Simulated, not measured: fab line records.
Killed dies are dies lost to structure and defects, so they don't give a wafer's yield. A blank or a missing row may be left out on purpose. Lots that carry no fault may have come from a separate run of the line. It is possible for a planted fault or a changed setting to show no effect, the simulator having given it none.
fab line records	flow n5Finfet
record: lots: 11	wafers: 33	lastDay: 19
route steps=1938 shown DUMMY_GATE@237 SPACER0@259 PASSIVATION@1936
lots that met no fault: taken from a fault-free run of the same line
startH: start of the lot's first displayed wafer, in hours after the record's first day	waitH: how many hours have passed since the lot's step before this one	" as in the row above	L1.1+2: a single row standing in for several wafers	- either no value or no given start	* or withheld: withheld	< > ~ a bound
route shown NAME@n: a module of which the file shows steps, and the number in the route of the first	usual: average and standard deviation across the fault-free wafers	same: alike in all rows	chamber/n: place in a boat	sites: per-site readings	_std_site: their standard deviation	_edge_site: mean of outer sites minus mean of inner sites	radiusMm: for every site, how far away it sits from the centre of the wafer	mask NAME#n: copy n	behind: the last tool/chamber to shape the wafer	hold: why the lot went on hold/how many hours it stayed there/how the hold came to an end	device: names the non-switching transistor (n, p or np)	end of line: tests run on the same wafers once the route is complete	a step given without rows: its recipe and nothing more	killed: the dies lost at the first sort to structure and to defects; this is not the yield of the wafer	map: dies across one wafer; x = killed, . = not, _ = none there
set.NAME: the setting the step ran with; set.NAME@STEP: the setting that earlier step ran with	model.NAME: the simulator's own value behind a step, which no gauge read
a sample of lots followed through the steps of the route, with each step as a table and each wafer as a row
services: from which hour (startH, from the record's first day; less than 0 if before it) a tool's chamber was out of use, for how many hours, and why
== steps ==
step: N5_DUMMY_GATE_ETCH_37
recipe: chemistry: N2/H2	target: SOC	targetDepthA: 600	overetchA: 300	tempC: 40	ionEnergyEv: 200	pressureMtorr: 30	sourceW: 840	biasW: 150	n2FlowSccm: 200	h2FlowSccm: 200
usual: chamberPressureMTorr: 30.001/0.025	drypumpMotorCurrentA: 5.5/0.49	n2FlowSccm: 200.0/0.6	oesProductAu: 0.63/0.066	rfFwdPowerW: 830/4.1	rfVppV: 525/3.1	showerheadPlenumPTorr: 2.57/0.11	throttleValvePct: 17.84/0.24
lot.wafer	tool	chamber	startH	waitH	chamberPressureMTorr	drypumpMotorCurrentA	n2FlowSccm	oesProductAu	rfFwdPowerW	rfHoursCounterH	rfVppV	showerheadPlenumPTorr	throttleValvePct
L390.2	rieDiel-04	2	54.52	0.0	30.006	5.1	199.9	0.58	827	160	520	2.42	17.68
L390.4	"	0	"	"	29.977	5.3	199.4	0.61	834	116	524	2.57	17.53
L390.6	"	1	"	"	30.025	5.0	199.7	0.61	825	-	526	2.66	18.17
L392.1	rieDiel-04	1	63.50	0.0	30.011	4.9	199.4	0.61	826	127	526	2.65	18.18
L392.4	"	2	"	"	30.022	5.1	200.3	0.59	830	163	520	2.42	17.69
L392.6	"	2	"	"	29.999	5.1	199.8	0.58	827	-	520	2.42	17.68
L393.2	rieDiel-05	1	76.83	0.0	29.976	5.6	200.1	0.70	833	25	528	2.70	17.80
L393.4	"	2	"	"	30.008	5.0	199.5	0.54	831	243	520	2.39	18.18
L393.6	"	2	"	"	30.015	5.1	199.5	0.54	829	-	519	2.39	18.16
L394.2	rieDiel-05	2	80.86	0.0	29.994	5.0	200.5	0.54	834	245	520	2.39	18.17
L394.3	"	3	"	"	29.999	6.1	200.3	0.77	831	2	524	2.48	17.37
L394.5	"	2	"	"	30.015	5.0	199.7	0.55	835	-	518	2.39	18.16
L395.1	rieDiel-05	2	84.17	0.0	30.002	5.0	200.1	0.54	834	246	520	2.39	18.18
L395.3	"	3	"	"	30.052	6.1	199.5	0.76	826	3	522	2.48	17.36
L395.5	"	2	"	"	30.030	5.0	199.2	0.54	832	-	521	2.39	18.19
L396.1	rieDiel-04	0	90.30	0.0	29.995	5.3	200.5	0.61	835	125	524	2.56	17.57
L396.2	"	1	"	"	29.964	5.0	201.0	0.61	825	133	528	2.65	18.18
L396.6	"	1	"	"	29.986	4.9	200.6	0.60	823	-	527	2.65	18.19
L401.1	rieDiel-03	3	123.67	0.0	29.993	6.3	200.9	0.54	827	240	524	2.49	18.21
L401.3	"	2	"	"	30.017	6.2	199.5	0.57	833	214	526	2.62	17.84
L401.5	"	1	"	"	30.019	6.1	200.2	0.59	831	-	524	2.54	17.97
L404.1	rieDiel-04	3	135.30	0.0	29.991	4.9	200.7	0.60	835	156	526	2.64	17.93
L404.4	"	2	"	"	29.992	5.1	200.2	0.58	823	181	522	2.41	17.71
L404.6	"	2	"	"	29.977	5.1	200.3	0.57	822	-	520	2.41	17.72
L406.2	rieDiel-04	1	148.57	0.0	29.948	4.9	200.5	0.60	826	149	527	2.64	18.22
L406.5	"	2	"	"	29.976	5.1	200.3	0.57	828	-	521	2.41	17.72
L406.6	"	3	"	"	30.008	4.9	200.3	0.60	833	-	527	2.63	17.92
L407.3	rieDiel-05	2	153.35	0.0	29.976	5.0	199.8	0.76	830	6	527	2.70	17.78
L407.5	"	3	"	"	30.033	6.2	200.1	0.71	828	-	522	2.47	17.40
L407.6	"	2	"	"	29.987	5.0	200.5	0.76	831	-	528	2.70	17.78
L412.3	rieDiel-03	3	186.95	0.0	30.022	6.3	200.8	0.76	825	4	524	2.48	17.78
L412.4	"	1	"	"	29.963	6.0	199.6	0.57	833	163	523	2.53	18.00
L412.5	"	0	"	"	30.013	4.9	200.4	0.60	826	-	521	2.44	18.13
step: N5_DUMMY_GATE_STRIP_40
recipe: chemistry: CF4	resist: SiARC	powerW: 300	biasPowerW: 75	pressureMtorr: 50	cf4FlowSccm: 150	rfFrequencyHz: 6e+07
usual: chamberPressureMTorr: 50.01/0.056	drypumpMotorCurrentA: 5.5/0.51	oesProductAu: 0.78/0.076	rfFwdPowerW: 292.6/0.9	rfVppV: 271.6/1.8	showerheadPlenumPTorr: 1.82/0.072	throttleValvePct: 13.70/0.22
lot.wafer	tool	chamber	startH	waitH	chamberPressureMTorr	drypumpMotorCurrentA	oesProductAu	rfFwdPowerW	rfHoursCounterH	rfVppV	showerheadPlenumPTorr	throttleValvePct
L390.2	rieDiel-03	0	54.75	0.1	50.02	4.9	0.78	293.1	120	268.9	1.72	13.73
L390.4	"	2	"	"	49.97	6.1	0.72	291.5	194	272.3	1.87	13.73
L390.6	"	0	"	"	49.94	4.9	0.79	294.1	-	267.9	1.72	13.72
L392.1	rieDiel-05	0	63.68	0.1	50.01	5.8	0.88	292.3	31	272.3	1.91	13.46
L392.4	"	1	"	"	50.02	5.6	0.90	292.9	-	273.8	1.92	13.66
L392.6	"	2	"	"	50.07	5.0	0.68	293.0	-	268.5	1.71	14.07
L393.2	rieDiel-03	2	77.00	0.1	50.02	6.1	0.72	292.8	201	273.2	1.87	13.74
L393.4	"	3	"	"	49.98	6.3	0.70	294.2	-	270.5	1.77	14.07
L393.6	"	2	"	"	50.07	6.2	0.72	293.2	-	272.1	1.87	13.75
L394.2	rieDiel-04	1	81.04	0.1	50.03	4.9	0.76	292.7	131	271.3	1.87	13.89
L394.3	"	3	"	"	50.08	4.9	0.76	292.3	141	271.6	1.86	13.65
L394.5	"	2	"	"	49.99	5.1	0.73	294.0	-	268.7	1.73	13.70
L395.1	rieDiel-05	3	84.35	0.1	49.97	6.1	0.94	293.4	3	272.6	1.77	13.18
L395.3	"	2	"	"	50.05	5.0	0.67	292.4	246	269.4	1.70	14.11
L395.5	"	0	"	"	50.10	5.8	0.86	293.4	-	272.7	1.91	13.48
L396.1	rieDiel-03	2	90.48	0.1	49.99	6.1	0.71	292.3	205	271.4	1.86	13.76
L396.2	"	1	"	"	50.00	6.0	0.74	292.8	129	271.7	1.81	13.76
L396.6	"	0	"	"	49.98	4.9	0.78	292.8	-	269.6	1.72	13.76
L401.1	rieDiel-03	0	124.15	0.4	50.03	4.9	0.77	293.4	140	271.0	1.72	13.79
L401.3	"	2	"	"	50.12	6.2	0.70	293.0	214	272.8	1.86	13.76
L401.5	"	3	"	"	49.99	6.3	0.69	293.7	-	270.2	1.77	14.12
L404.1	rieDiel-04	1	135.74	0.3	50.01	4.9	0.75	292.7	146	274.1	1.87	13.94
L404.4	"	3	"	"	49.91	4.9	0.75	292.2	156	272.7	1.85	13.69
L404.6	"	1	"	"	50.09	4.9	0.75	292.8	-	273.2	1.87	13.92
L406.2	rieDiel-05	0	148.97	0.3	49.95	5.8	0.84	292.3	56	272.7	1.91	13.51
L406.5	"	1	"	"	49.92	5.6	0.84	290.6	-	273.4	1.91	13.72
L406.6	"	0	"	"	50.07	5.8	0.83	292.6	-	273.3	1.91	13.53
L407.3	rieDiel-03	2	153.55	0.1	49.94	6.1	0.70	293.0	223	273.3	1.86	13.78
L407.5	"	1	"	"	50.05	6.1	0.73	292.1	-	271.8	1.81	13.81
L407.6	"	2	"	"	50.03	6.1	0.69	291.6	-	271.5	1.86	13.80
L412.3	rieDiel-03	3	187.31	0.2	49.96	6.3	0.96	293.1	5	270.2	1.76	13.58
L412.4	"	0	"	"	49.97	4.9	0.75	292.7	161	268.9	1.71	13.82
L412.5	"	1	"	"	49.98	6.0	0.72	293.3	-	272.7	1.80	13.85
step: N5_SPACER0_ALD_00
recipe: material: SiOCN	targetThkA: 35	tempC: 400	aldPrecursorFamily: alkyl-aminosilane	aldCoReactant: O2/N2-plasma	pulseTimeS: 3	purgeTimeS: 2	coReactantPurgeTimeS: 2	aldCycles: 58	pressureTorr: 2
usual: heaterPowerW: 845/62	precursorPulseHeightRel: 0.999/0.02
lot.wafer	tool	chamber	startH	waitH	heaterPowerW	precursorPulseHeightRel	sinceWetCleanH
L390.2	aldSin-02	2	55.80	0.1	848	0.985	336
L390.4	"	0	"	"	817	0.995	336
L390.6	"	2	"	"	869	0.978	-
L392.1	aldSin-03	2	65.79	0.1	906	1.002	255
L392.4	"	3	"	"	728	1.016	255
L392.6	"	1	"	"	823	0.979	-
L393.2	aldSin-02	1	78.10	0.1	679	0.994	359
L393.4	"	3	"	"	805	1.008	359
L393.6	"	2	"	"	846	1.009	-
L394.2	aldSin-04	2	82.06	0.1	943	0.992	74
L394.3	"	1	"	"	883	1.007	74
L394.5	"	1	"	"	862	0.987	-
L395.1	aldSin-03	0	86.18	0.1	879	0.960	275
L395.3	"	1	"	"	795	1.025	275
L395.5	"	3	"	"	731	0.999	-
L396.1	aldSin-04	3	91.49	0.1	840	1.014	84
L396.2	"	1	"	"	848	0.996	84
L396.6	"	1	"	"	865	0.996	-
L401.1	aldSin-02	3	125.20	0.1	819	1.005	25
L401.3	"	2	"	"	858	0.969	25
L401.5	"	2	"	"	880	0.977	-
L404.1	aldSin-04	0	137.07	0.1	856	1.028	129
L404.4	"	2	"	"	921	0.993	129
L404.6	"	2	"	"	931	0.993	-
L406.2	aldSin-03	2	150.23	0.1	907	1.032	340
L406.5	"	1	"	"	769	0.983	-
L406.6	"	2	"	"	920	0.992	-
L407.3	aldSin-03	1	154.73	0.1	789	1.009	344
L407.5	"	1	"	"	813	1.014	-
L407.6	"	2	"	"	905	0.991	-
L412.3	aldSin-04	2	189.07	0.1	958	1.019	181
L412.4	"	0	"	"	855	1.000	181
L412.5	"	3	"	"	854	0.991	-
step: N5_SPACER0_ALD_08
recipe: material: SiNx	targetThkA: 20	tempC: 400	aldPrecursorFamily: SiH2I2	aldCoReactant: N2/H2-plasma	pressureTorr: 2
usual: heaterPowerW: 846/64
lot.wafer	tool	chamber	startH	waitH	heaterPowerW	sinceWetCleanH
L390.2	aldSin-02	2	56.06	0.1	864	337
L390.4	"	0	"	"	806	337
L390.6	"	2	"	"	842	-
L392.1	aldSin-03	2	66.05	0.1	910	255
L392.4	"	3	"	"	736	255
L392.6	"	1	"	"	791	-
L393.2	aldSin-02	1	78.36	0.1	678	359
L393.4	"	3	"	"	786	359
L393.6	"	2	"	"	859	-
L393.2	aldSin-02	1	78.65	0.2	689	-
L393.4	"	3	"	"	789	-
L393.6	"	2	"	"	847	-
L394.2	aldSin-04	2	82.32	0.1	941	75
L394.3	"	1	"	"	840	75
L394.5	"	1	"	"	849	-
L395.1	aldSin-03	0	86.43	0.1	905	276
L395.3	"	1	"	"	797	276
L395.5	"	3	"	"	715	-
L396.1	aldSin-04	3	91.75	0.1	818	84
L396.2	"	1	"	"	863	84
L396.6	"	1	"	"	844	-
L396.1	aldSin-04	3	92.04	0.2	815	-
L396.2	"	1	"	"	847	-
L396.6	"	1	"	"	864	-
L401.1	aldSin-02	3	125.46	0.1	822	26
L401.3	"	2	"	"	847	26
L401.5	"	2	"	"	886	-
L401.1	aldSin-02	3	127.12	1.6	812	-
L401.3	"	2	"	"	870	-
L401.5	"	2	"	"	894	-
L404.1	aldSin-04	0	137.32	0.1	875	130
L404.4	"	2	"	"	914	130
L404.6	"	2	"	"	955	-
L406.2	aldSin-03	2	150.48	0.1	907	340
L406.5	"	1	"	"	795	-
L406.6	"	2	"	"	906	-
L407.3	aldSin-03	1	154.99	0.1	794	344
L407.5	"	1	"	"	803	-
L407.6	"	2	"	"	904	-
L412.3	aldSin-04	2	189.33	0.1	935	182
L412.4	"	0	"	"	880	182
L412.5	"	3	"	"	825	-
step: N5_PASSIVATION_PROBE_49
usual: killed_at_M0_to_M3: 35/12	killed_at_M4_up: 13/5.8	killedAtContacts: 12/5.5	killedAtFrontEnd: 36/9.9	killedAtOther: 4/3.7	killedDies: 101/18	killedOpen: 66/13	killedShort: 33/8
same: grossDies: 1180	killedAtBackSide: 0
lot.wafer	tool	chamber	startH	waitH	killed_at_M0_to_M3	killed_at_M4_up	killedAtContacts	killedAtFrontEnd	killedAtOther	killedDies	killedOpen	killedShort
L390.2	prober-01	-	299.99	0.1	40	23	23	55	5	146	93	53
L390.4	prober-01	-	300.09	0.2	44	17	8	52	2	123	83	38
L390.6	prober-01	-	300.19	0.3	47	19	13	46	1	126	83	41
L393.2	prober-02	-	308.15	0.1	27	7	7	33	2	76	46	29
L393.4	prober-02	-	308.25	0.2	35	13	7	42	1	98	52	44
L393.6	prober-02	-	308.35	0.3	32	15	13	36	5	101	61	39
L396.1	prober-02	-	332.34	0.0	37	10	12	44	1	104	65	39
L396.2	prober-02	-	332.39	0.1	43	11	7	36	2	99	60	39
L396.6	prober-02	-	332.59	0.3	29	8	15	40	3	95	62	32
L406.2	prober-01	-	380.66	0.1	52	11	11	41	6	121	79	40
L406.5	prober-01	-	380.81	0.2	50	17	18	27	7	119	85	33
L406.6	prober-01	-	380.86	0.3	60	17	34	26	8	145	88	53
L401.1	prober-01	-	386.00	0.0	27	13	8	34	0	82	52	25
L401.3	prober-01	-	386.10	0.1	20	16	5	31	4	76	55	19
L401.5	prober-01	-	386.20	0.2	30	9	6	41	3	89	59	29
killed by level:class
L390.2 MOL_CONTACT_COAG:geometricParticle:open=20 FIN_SAQP:geometricParticle:short=19 BEOL_M4:geometricParticle:open=14 FIN_SAQP:geometricParticle:open=13 BEOL_M3:geometricParticle:open=9 STI_FIN_REVEAL:geometricParticle:open=6 BEOL_M5:geometricParticle:open=6 BEOL_M0_SAQP:geometricParticle:open=6
L390.4 FIN_SAQP:geometricParticle:open=11 STI_FIN_REVEAL:geometricParticle:open=11 FIN_SAQP:geometricParticle:short=10 BEOL_M3:geometricParticle:open=9 DUMMY_GATE:geometricParticle:open=8 BEOL_M1:geometricParticle:open=8 BEOL_M3:geometricParticle:short=7 BEOL_M4:geometricParticle:open=7
L390.6 FIN_SAQP:geometricParticle:open=18 BEOL_M0_SAQP:geometricParticle:open=12 FIN_SAQP:geometricParticle:short=11 MOL_CONTACT_COAG:geometricParticle:open=7 BEOL_M2:geometricParticle:open=7 MOL_CONTACT_COAG:geometricParticle:short=6 BEOL_M1:geometricParticle:open=6 BEOL_M0_SAQP:geometricParticle:short=5
L393.2 GATE_CUT:geometricParticle:short=8 BEOL_M0_SAQP:geometricParticle:open=7 BEOL_M0_SAQP:geometricParticle:short=6 STARTING-WAFER:geometricParticle:short=6 BEOL_M3:geometricParticle:open=5 STI_FIN_REVEAL:geometricParticle:open=4 MOL_CONTACT_COAG:geometricParticle:open=4 BEOL_M2:geometricParticle:open=4
L393.4 FIN_SAQP:geometricParticle:short=11 BEOL_M3:geometricParticle:open=9 BEOL_M0_SAQP:geometricParticle:open=7 STARTING-WAFER:geometricParticle:short=7 BEOL_M0_SAQP:geometricParticle:short=6 FIN_SAQP:geometricParticle:open=4 GATE_CUT:geometricParticle:short=4 MOL_CONTACT_COAG:geometricParticle:open=4
L393.6 MOL_CONTACT_COAG:geometricParticle:open=11 GATE_CUT:geometricParticle:short=9 BEOL_M0_SAQP:geometricParticle:short=9 FIN_SAQP:geometricParticle:open=7 FIN_SAQP:geometricParticle:short=6 STI_FIN_REVEAL:geometricParticle:open=6 BEOL_M2:geometricParticle:open=6 BEOL_M1:geometricParticle:open=4
L396.1 FIN_SAQP:geometricParticle:open=13 BEOL_M0_SAQP:geometricParticle:open=9 BEOL_M0_SAQP:geometricParticle:short=9 BEOL_M3:geometricParticle:open=9 GATE_CUT:geometricParticle:short=8 MOL_CONTACT_COAG:geometricParticle:open=8 MOL_CONTACT_COAG:geometricParticle:short=4 BEOL_M4:geometricParticle:open=4
L396.2 BEOL_M0_SAQP:geometricParticle:short=15 BEOL_M0_SAQP:geometricParticle:open=12 FIN_SAQP:geometricParticle:open=9 BEOL_M2:geometricParticle:open=8 FIN_SAQP:geometricParticle:short=6 MOL_CONTACT_COAG:geometricParticle:open=6 STI_FIN_REVEAL:geometricParticle:open=5 BEOL_M4:geometricParticle:open=4
L396.6 MOL_CONTACT_COAG:geometricParticle:open=11 FIN_SAQP:geometricParticle:open=10 GATE_CUT:geometricParticle:short=7 STI_FIN_REVEAL:geometricParticle:open=7 BEOL_M2:geometricParticle:open=6 BEOL_M0_SAQP:geometricParticle:open=5 BEOL_M1:geometricParticle:open=5 MOL_CONTACT_COAG:geometricParticle:short=4
L406.2 BEOL_M3:geometricParticle:open=12 STI_FIN_REVEAL:geometricParticle:open=10 BEOL_M0_SAQP:geometricParticle:open=10 DUMMY_GATE:geometricParticle:open=9 MOL_CONTACT_COAG:geometricParticle:open=8 BEOL_M0_SAQP:geometricParticle:short=8 BEOL_M8:geometricParticle:open=7 BEOL_M2:geometricParticle:open=7
L406.5 MOL_CONTACT_COAG:geometricParticle:open=16 BEOL_M2:geometricParticle:open=13 BEOL_M0_SAQP:geometricParticle:open=12 FIN_SAQP:geometricParticle:open=8 BEOL_M4:geometricParticle:open=8 BEOL_M3:geometricParticle:open=7 BEOL_M1:geometricParticle:short=5 BEOL_M0_SAQP:geometricParticle:short=4
L406.6 MOL_CONTACT_COAG:geometricParticle:open=26 BEOL_M1:geometricParticle:short=14 BEOL_M2:geometricParticle:open=10 GATE_CUT:geometricParticle:short=10 BEOL_M0_SAQP:geometricParticle:open=9 BEOL_M4:geometricParticle:open=9 MOL_CONTACT_COAG:geometricParticle:short=7 BEOL_M0_SAQP:geometricParticle:short=7
L401.1 MOL_CONTACT_COAG:geometricParticle:open=8 BEOL_M0_SAQP:geometricParticle:open=7 BEOL_M1:geometricParticle:open=7 SPACER0:geometricParticle:short=6 GATE_CUT:geometricParticle:short=4 STARTING-WAFER:geometricParticle:open=4 STI_FIN_REVEAL:geometricParticle:open=3 SPACER0:geometricParticle:open=3
L401.3 BEOL_M3:geometricParticle:open=9 STARTING-WAFER:geometricParticle:short=5 SPACER0:geometricParticle:short=4 SPACER0:geometricParticle:open=4 GATE_CUT:geometricParticle:open=4 BEOL_M0:geometricParticle:open=4 BEOL_M8:geometricParticle:open=4 STI_FIN_REVEAL:geometricParticle:open=3
L401.5 BEOL_M0_SAQP:geometricParticle:open=9 BEOL_M2:geometricParticle:open=6 FIN_SAQP:geometricParticle:short=5 DUMMY_GATE:geometricParticle:open=5 SPACER0:geometricParticle:open=5 MOL_CONTACT_COAG:geometricParticle:open=5 BEOL_M1:geometricParticle:open=5 GATE_CUT:geometricParticle:short=4
== services ==
tool	chamber	startH	hours	kind
rieDiel-05	1	46.73	4.1	repair
aldSin-04	-	52.01	14.6	pm
aldSin-02	3	59.29	8.1	repair
rieDiel-03	1	70.57	13.5	repair
rieDiel-04	2	71.52	4.8	repair
aldSin-03	2	85.31	13.8	repair
aldSin-02	-	85.84	14.0	pm
aldSin-02	0	85.84	14.0	ventCycle
aldSin-02	1	85.84	14.0	ventCycle
aldSin-02	2	85.84	14.0	ventCycle
aldSin-02	3	85.84	14.0	ventCycle
aldSin-02	0	99.84	-	clean
aldSin-02	1	99.84	-	clean
rieDiel-05	2	111.70	7.9	repair
aldSin-04	-	115.57	6.1	pm
rieDiel-05	-	147.63	0.9	repair
aldSin-02	-	150.28	6.0	pm
rieDiel-03	0	154.99	7.7	repair
rieDiel-04	-	174.46	15.6	pm
aldSin-02	2	176.22	2.9	repair
aldSin-03	-	176.81	14.0	pm
rieDiel-05	2	179.59	5.7	repair
rieDiel-05	1	184.83	6.6	repair
rieDiel-05	-	187.41	14.6	pm
== key ==
firstSign: step: N5_SPACER0_ALD_08	reading: visit	direction: added
effect none on later readings
metAt N5_SPACER0_ALD_08
struckLots L393,L396,L401
testerLeftOut L393,L396,L401
notActingAt N5_DUMMY_GATE_ETCH_37,N5_DUMMY_GATE_STRIP_40,N5_SPACER0_ALD_00
fault: kind: repeatedStepWhole	tool: aldSin-02,aldSin-03,aldSin-04	chamber: -	onsetH: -	steps: N5_SPACER0_ALD_08	times: 1	scope: struckLotsOnly
testerLeftOut: of these lots the tester's yield and bins aren't shown, on N5 and GAA mostly nor the transistor test; their killed dies are dies lost to structure and defects alone, not to doping, threshold or leakage, so they don't give the yield
